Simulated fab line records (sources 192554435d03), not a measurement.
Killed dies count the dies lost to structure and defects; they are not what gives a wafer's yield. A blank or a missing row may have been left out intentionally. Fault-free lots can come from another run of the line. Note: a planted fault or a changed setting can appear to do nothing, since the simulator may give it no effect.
Matching of chambers -- flow n5-finfet -- N5_BEOL_M7_STRIP_19 on rie-diel-02: 4 sister chambers
The step strips in O2. 4 wafers are shown with their chamber, then 10 later ones without.

## WAFERS PAIRED WITH THEIR CHAMBERS
wafer,chamber,showerhead-plenum-p-Torr (Torr)
L089.1,3,2.09
L089.3,0,2.22
L090.2,2,1.98
L090.3,1,2.00

## WAFERS WHOSE CHAMBER IS MISSING
wafer,showerhead-plenum-p-Torr (Torr)
L090.4,2.22
L091.2,1.98
L091.3,2.09
L091.5,2.21
L092.2,2.09
L092.4,2.21
L092.6,2.21
L095.1,1.98
L095.3,2.09
L095.5,1.98

## CHAMBER TAKEN BY EACH
wafer,from the rows above,in truth
L090.4,0,0
L091.2,2,2
L091.3,3,3
L091.5,0,0
L092.2,3,3
L092.4,0,0
L092.6,0,0
L095.1,2,2
L095.3,3,3
L095.5,2,2
10 of 10 placed correctly. Number that these rows cannot place: 0. 0 placed wrongly.
How it was worked out, from the rows above alone: a wafer's distance from a chamber is the root of the sum, over the readings, of the square of ((its reading less the chamber's mean) divided by the reading's scatter). The wafer belongs to the nearest chamber; if the next one is less than 2 further off, it can't be placed. Each chamber's mean is taken over the wafers shown for it. The scatter (one wafer shown for each chamber): square how far every hidden wafer sits from the nearest shown wafer, average those squares and take the square root.
